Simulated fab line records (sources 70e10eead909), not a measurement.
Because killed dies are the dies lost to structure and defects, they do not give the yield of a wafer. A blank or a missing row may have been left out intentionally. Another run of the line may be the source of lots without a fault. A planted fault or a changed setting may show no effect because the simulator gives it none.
The tool behind it: which one?	flow nandHarc	24 lots, 72 wafers sampled, at 6 steps of a route of 1159

== WHAT EACH GAUGE READ, for each wafer ==
NHARC_P_M2_CD_MEAS_09 targets a cd of 170 nm.
lot	measured	on	cdNm (nm)
L074	day 5 18:13	cdSem-03	169.6 169.8 169.6
L075	day 6 16:01	cdSem-01	170.2 170.3 169.8
L076	day 6 17:17	cdSem-02	169.1 169.2 169.5
L077	day 6 19:52	cdSem-02	170.2 170.9 169.8
L078	day 7 01:39	cdSem-03	169.7 170.2 169.5
L079	day 7 09:01	cdSem-01	169.6 169.8 170.1
L080	day 7 22:53	cdSem-01	170.2 170.4 170.0
L082	day 8 00:02	cdSem-02	170.7 170.2 169.8
L081	day 8 01:11	cdSem-03	169.9 170.3 169.6
L084	day 8 09:02	cdSem-01	169.5 169.5 168.8
L083	day 8 09:43	cdSem-03	169.2 169.4 169.2
L085	day 9 11:19	cdSem-01	171.1 170.4 171.0
L088	day 9 12:14	cdSem-02	169.7 169.7 169.6
L086	day 9 12:41	cdSem-03	169.3 169.8 169.7
L087	day 10 01:43	cdSem-03	171.0 171.4 171.2
L090	day 10 09:18	cdSem-02	170.3 169.8 170.0
L089	day 10 12:32	cdSem-02	170.1 170.1 170.0
L091	day 10 14:37	cdSem-03	170.5 169.7 169.4
L092	day 10 15:33	cdSem-03	169.9 170.1 170.3
L094	day 11 01:16	cdSem-02	169.2 169.8 169.9
L093	day 11 05:57	cdSem-01	170.0 169.4 169.1
L095	day 11 10:50	cdSem-03	169.5 170.0 169.4
L096	day 11 13:02	cdSem-03	170.0 170.6 170.3
L097	day 12 06:03	cdSem-03	170.1 170.0 170.1

NHARC_A_ONON_D1_THK_MEAS_08: measures by ellipsometry.
lot	measured	on	thkNm (nm)
L074	day 7 03:05	filmMetro-02	1009 1009 1011
L075	day 8 01:33	filmMetro-02	981 981 983
L076	day 8 01:34	filmMetro-01	1005 1005 1005
L077	day 8 01:38	filmMetro-02	995 996 995
L078	day 8 11:33	filmMetro-01	995 994 996
L079	day 8 18:10	filmMetro-02	1002 999 1001
L080	day 9 09:09	filmMetro-02	1004 1005 1004
L082	day 9 09:07	filmMetro-01	993 991 992
L081	day 9 09:06	filmMetro-02	1008 1011 1011
L084	day 9 23:36	filmMetro-02	992 992 993
L083	day 9 23:39	filmMetro-02	1006 1008 1006
L085	day 10 19:41	filmMetro-02	1000 1001 1001
L088	day 10 19:45	filmMetro-01	991 990 993
L086	day 10 19:42	filmMetro-02	1002 1002 1000
L087	day 11 10:44	filmMetro-02	985 986 989
L090	day 11 19:10	filmMetro-01	1002 1004 1003
L089	day 11 19:10	filmMetro-02	1016 1015 1016
L091	day 12 02:52	filmMetro-02	1019 1019 1020
L092	day 12 02:55	filmMetro-01	1007 1007 1006
L094	day 12 10:07	filmMetro-02	993 991 992
L093	day 12 14:29	filmMetro-01	986 986 984
L095	day 12 19:32	filmMetro-02	1003 1004 1003
L096	day 12 19:30	filmMetro-01	1001 1000 1002
L097	day 13 14:23	filmMetro-02	1027 1026 1027

== WHICH TOOL RAN EACH LOT (tool, then ch and the chambers of the sampled wafers, then the start) ==
lot	NHARC_P_M0_ANNEAL_30	NHARC_P_M2_DESCUM_14	NHARC_P_M2_ETCH_15	NHARC_P_M2_STRIP_18
L074	rtpAnneal-01 ch 0, day 5 11:57	rieDiel-03 ch 1,2,3, day 5 18:28	rieDiel-03 ch 1,2,3, day 5 18:55 or earlier	rieDiel-03 ch 0,1,3, day 5 18:55
L075	rtpAnneal-02 ch 0, day 6 09:39	rieDiel-03 ch 1,2,3, day 6 16:13	rieDiel-03 ch 0,1, day 6 16:36 or earlier	rieDiel-03 ch 0,1,3, day 6 16:36
L076	rtpAnneal-01 ch 0, day 6 11:00	rieDiel-03 ch 0,1,3, day 6 17:28	rieDiel-03 ch 0,1,3, day 6 17:52 or earlier	rieDiel-03 ch 1,2,3, day 6 17:52
L077	rtpAnneal-02 ch 0, day 6 13:45	rieDiel-04 ch 0,3, day 6 20:04	rieDiel-04 ch 0,2, day 6 20:30 or earlier	rieDiel-03 ch 1,2, day 6 20:30
L078	rtpAnneal-01 ch 0, day 6 19:07	rieDiel-03 ch 0,1,2, day 7 01:51	rieDiel-03 ch 1,2, day 7 02:16 or earlier	rieDiel-03 ch 0,3, day 7 02:16
L079	rtpAnneal-02 ch 0, day 7 02:52	rieDiel-03 ch 2,3, day 7 09:11	rieDiel-03 ch 0,1,2, day 7 09:35 or earlier	rieDiel-03 ch 2,3, day 7 09:35
L080	rtpAnneal-01 ch 0, day 7 16:38	rieDiel-03 ch 0,1,2, day 7 23:05	rieDiel-03 ch 0,2,3, day 7 23:28 or earlier	rieDiel-03 ch 0,1,3, day 7 23:28
L082	rtpAnneal-02 ch 0, day 7 17:17	rieDiel-04 ch 1,2, day 8 00:14	rieDiel-04 ch 1,2,3, day 8 00:37 or earlier	rieDiel-03 ch 0,1,3, day 8 00:37
L081	rtpAnneal-02 ch 0, day 7 17:47	rieDiel-04 ch 0,2,3, day 8 01:23	rieDiel-04 ch 0,2,3, day 8 02:15 or earlier	rieDiel-04 ch 0,1,2, day 8 02:15
L084	rtpAnneal-01 ch 0, day 8 02:44	rieDiel-03 ch 1,3, day 8 09:14	rieDiel-03 ch 0,1,3, day 8 09:38 or earlier	rieDiel-03 ch 0,3, day 8 09:38
L083	rtpAnneal-02 ch 0, day 8 03:28	rieDiel-03 ch 0,1,3, day 8 09:56	rieDiel-03 ch 0,3, day 8 10:22 or earlier	rieDiel-03 ch 1,2,3, day 8 10:22
L085	rtpAnneal-01 ch 0, day 9 04:46	rieDiel-03 ch 2,3, day 9 11:31	rieDiel-03 ch 0,1,2, day 9 11:55 or earlier	rieDiel-04 ch 2,3, day 9 11:55
L088	rtpAnneal-01 ch 0, day 9 05:19	rieDiel-03 ch 2,3, day 9 12:25	rieDiel-03 ch 0,1,3, day 9 12:47 or earlier	rieDiel-13 ch 1,2, day 9 12:47
L086	rtpAnneal-02 ch 0, day 9 06:13	rieDiel-03 ch 1,2,3, day 9 12:52	rieDiel-03 ch 0,1,3, day 9 13:14 or earlier	rieDiel-13 ch 1,3, day 9 13:14
L087	rtpAnneal-01 ch 0, day 9 19:35	rieDiel-13 ch 0,1, day 10 01:54	rieDiel-13 ch 1,2, day 10 02:37 or earlier	rieDiel-04 ch 0,1,3, day 10 02:37
L090	rtpAnneal-02 ch 0, day 10 02:52	rieDiel-03 ch 0,2,3, day 10 09:30	rieDiel-03 ch 0,1, day 10 09:52 or earlier	rieDiel-03 ch 0,1,3, day 10 09:52
L089	rtpAnneal-01 ch 0, day 10 06:15	rieDiel-04 ch 1,3, day 10 12:44	rieDiel-04 ch 0,1,2, day 10 13:10 or earlier	rieDiel-04 ch 0,2,3, day 10 13:10
L091	rtpAnneal-01 ch 0, day 10 06:52	rieDiel-03 ch 1,2,3, day 10 14:48	rieDiel-03 ch 0,1,2, day 10 15:10 or earlier	rieDiel-04 ch 0,1,2, day 10 15:10
L092	rtpAnneal-02 ch 0, day 10 09:01	rieDiel-03 ch 0,1, day 10 15:45	rieDiel-03 ch 0,3, day 10 16:07 or earlier	rieDiel-04 ch 1,2, day 10 16:07
L094	rtpAnneal-01 ch 0, day 10 18:59	rieDiel-04 ch 0,3, day 11 01:28	rieDiel-04 ch 0,1, day 11 01:53 or earlier	rieDiel-04 ch 0,1,2, day 11 01:53
L093	rtpAnneal-01 ch 0, day 10 23:40	rieDiel-03 ch 1,2,3, day 11 06:08	rieDiel-03 ch 0,2,3, day 11 06:31 or earlier	rieDiel-03 ch 1,2, day 11 06:31
L095	rtpAnneal-02 ch 0, day 11 04:34	rieDiel-03 ch 1,3, day 11 11:01	rieDiel-03 ch 0,2,3, day 11 11:23 or earlier	rieDiel-04 ch 1,2, day 11 11:23
L096	rtpAnneal-02 ch 0, day 11 06:37	rieDiel-03 ch 1,2, day 11 13:13	rieDiel-03 ch 0,3, day 11 13:37 or earlier	rieDiel-03 ch 0,3, day 11 13:37
L097	rtpAnneal-02 ch 0, day 11 23:32	rieDiel-13 ch 0,1,2, day 12 06:15	rieDiel-13 ch 1,2,3, day 12 07:05 or earlier	rieDiel-03 ch 0,1,2, day 12 07:05
- NHARC_P_M0_ANNEAL_30: time 90 s.
- NHARC_P_M2_DESCUM_14: chemistry O2, time 3 s.
- NHARC_P_M2_ETCH_15: etches the open film in C4F8/Ar, target depth 182.5 nm, time 91.2 s.
- NHARC_P_M2_STRIP_18: strips in N2/H2.

== AS READ BY THE TOOLS THEMSELVES (means over the sampled wafers that have a number; for cases with no such wafer, the mark the record gives instead) ==
NHARC_P_M0_ANNEAL_30.
lot	tool	wafer_temp_C_max
L074	rtpAnneal-01	225.8
L075	rtpAnneal-02	226.5
L076	rtpAnneal-01	226.1
L077	rtpAnneal-02	226.3
L078	rtpAnneal-01	226.0
L079	rtpAnneal-02	226.6
L080	rtpAnneal-01	225.8
L082	rtpAnneal-02	226.6
L081	rtpAnneal-02	226.6
L084	rtpAnneal-01	225.7
L083	rtpAnneal-02	226.4
L085	rtpAnneal-01	226.3
L088	rtpAnneal-01	226.0
L086	rtpAnneal-02	226.4
L087	rtpAnneal-01	225.8
L090	rtpAnneal-02	226.1
L089	rtpAnneal-01	226.1
L091	rtpAnneal-01	226.0
L092	rtpAnneal-02	226.5
L094	rtpAnneal-01	226.1
L093	rtpAnneal-01	225.8
L095	rtpAnneal-02	226.4
L096	rtpAnneal-02	226.6
L097	rtpAnneal-02	226.8

NHARC_P_M2_DESCUM_14.
lot	tool	drypumpMotorCurrentA (A)	mfcArSccm (sccm)	oesProductAu (a.u.)	rfVppV (V)	showerheadPlenumPTorr (Torr)	throttleValvePct (%)
L074	rieDiel-03	5.54	0.027	0.996	58.2	1.90	11.320
L075	rieDiel-03	5.54	0.027	0.988	57.5	1.90	11.318
L076	rieDiel-03	5.72	0.015	0.996	57.0	1.88	11.308
L077	rieDiel-04	5.36	0.019	1.002	58.1	1.84	11.311
L078	rieDiel-03	5.67	0.018	0.997	57.1	1.90	11.311
L079	rieDiel-03	5.45	0.035	0.998	57.5	1.89	11.320
L080	rieDiel-03	5.67	0.018	0.996	57.5	1.90	11.314
L082	rieDiel-04	5.72	0.018	1.004	58.0	1.90	11.313
L081	rieDiel-04	5.37	0.017	0.988	56.8	1.88	11.312
L084	rieDiel-03	5.62	0.019	0.994	57.8	1.91	11.319
L083	rieDiel-03	5.73	0.015	0.996	57.1	1.88	11.314
L085	rieDiel-03	5.51	0.032	1.000	57.7	1.88	11.310
L088	rieDiel-03	5.45	0.035	0.994	57.4	1.89	11.314
L086	rieDiel-03	5.52	0.027	0.994	57.9	1.90	11.307
L087	rieDiel-13	5.40	0.009	0.994	57.3	1.93	11.312
L090	rieDiel-03	5.61	0.023	1.002	57.5	1.87	11.311
L089	rieDiel-04	5.58	0.012	0.996	57.9	1.92	11.316
L091	rieDiel-03	5.54	0.027	1.002	57.8	1.90	11.317
L092	rieDiel-03	5.76	0.010	0.997	58.5	1.91	11.307
L094	rieDiel-04	5.16	0.012	0.994	58.8	1.89	11.312
L093	rieDiel-03	5.55	0.027	0.995	58.5	1.90	11.311
L095	rieDiel-03	5.60	0.024	1.003	57.5	1.88	11.320
L096	rieDiel-03	5.49	0.031	1.000	57.6	1.92	11.311
L097	rieDiel-13	5.50	0.009	0.993	58.4	1.87	11.308

NHARC_P_M2_ETCH_15.
lot	tool	oesProductAu (a.u.)	rfVppV (V)
L074	rieDiel-03	0.946	440.4
L075	rieDiel-03	0.971	440.3
L076	rieDiel-03	0.964	440.4
L077	rieDiel-04	0.959	439.3
L078	rieDiel-03	0.928	440.7
L079	rieDiel-03	0.978	441.2
L080	rieDiel-03	0.922	439.4
L082	rieDiel-04	0.918	441.2
L081	rieDiel-04	0.924	439.8
L084	rieDiel-03	0.972	439.6
L083	rieDiel-03	0.921	438.2
L085	rieDiel-03	0.914	440.3
L088	rieDiel-03	0.973	439.4
L086	rieDiel-03	0.970	440.1
L087	rieDiel-13	0.925	439.0
L090	rieDiel-03	0.971	440.3
L089	rieDiel-04	0.937	438.6
L091	rieDiel-03	0.968	440.9
L092	rieDiel-03	0.965	438.1
L094	rieDiel-04	0.930	439.1
L093	rieDiel-03	0.965	439.9
L095	rieDiel-03	0.940	439.5
L096	rieDiel-03	0.968	438.7
L097	rieDiel-13	0.939	437.6

NHARC_P_M2_STRIP_18.
lot	tool	drypumpMotorCurrentA (A)	h2FlowSccm (sccm)	mfcArSccm (sccm)	oesProductAu (a.u.)	rfVppV (V)	showerheadPlenumPTorr (Torr)	throttleValvePct (%)
L074	rieDiel-03	5.69	149.7	0.015	0.997	90.3	2.01	14.172
L075	rieDiel-03	5.71	150.1	0.015	0.996	90.4	2.01	14.177
L076	rieDiel-03	5.55	149.7	0.027	1.003	91.1	2.03	14.172
L077	rieDiel-03	5.60	149.7	0.023	1.000	90.4	2.06	14.178
L078	rieDiel-03	5.82	149.3	0.010	1.004	89.9	1.97	14.176
L079	rieDiel-03	5.49	149.8	0.032	0.993	90.9	2.00	14.173
L080	rieDiel-03	5.73	149.4	0.015	1.000	91.0	2.01	14.164
L082	rieDiel-03	5.73	150.2	0.015	0.998	90.5	2.01	14.165
L081	rieDiel-04	5.70	150.1	0.021	1.004	89.9	1.99	14.163
L084	rieDiel-03	5.83	149.9	0.010	0.996	90.0	1.97	14.172
L083	rieDiel-03	5.53	149.9	0.027	0.997	90.3	2.03	14.178
L085	rieDiel-04	5.18	149.8	0.009	1.001	91.5	2.05	14.168
L088	rieDiel-13	5.47	150.0	0.018	1.004	90.3	1.97	14.169
L086	rieDiel-13	6.13	149.6	0.009	0.992	90.0	1.93	14.175
L087	rieDiel-04	5.45	150.0	0.016	0.998	91.2	2.00	14.172
L090	rieDiel-03	5.71	149.7	0.015	0.998	90.8	2.01	14.175
L089	rieDiel-04	5.37	150.0	0.017	1.001	90.3	1.99	14.170
L091	rieDiel-04	5.68	150.3	0.021	1.000	89.9	1.99	14.166
L092	rieDiel-04	5.82	150.0	0.017	1.008	90.0	2.03	14.167
L094	rieDiel-04	5.69	149.7	0.021	1.006	90.9	1.99	14.170
L093	rieDiel-03	5.47	150.1	0.031	0.994	91.2	2.05	14.162
L095	rieDiel-04	5.80	149.8	0.017	1.003	90.6	2.03	14.176
L096	rieDiel-03	5.82	150.2	0.010	0.997	91.1	1.97	14.171
L097	rieDiel-03	5.69	149.8	0.018	0.993	90.6	2.02	14.173

== THE ANSWER, worked out from the rows above alone ==
Rule: the lots themselves supply what counts as usual. Put in order of their means at a reading, lots are off if they are a third of the lots or fewer, leave a main group of 4 or more, and stand apart from it by a gap of 3 or more times the standard deviation of the main group's means; of several such gaps the widest counts. A main group is skipped when, at the precision printed for the reading in the tables above, its means are all equal. Also off: a lot with no number at a reading for which 4 or more lots have one. The other lots that the step has rows for count as sound. After the gauges, taken in route order, come the tools' own readings; for these a lot's mean is taken, as printed above. The first step at which some lot is off is used, and at that step the reading that is off furthest; a lot without a number counts as furthest.
None of the lots is off at any reading shown; this tells nothing.

== WHAT THE SIMULATOR PUT IN ==
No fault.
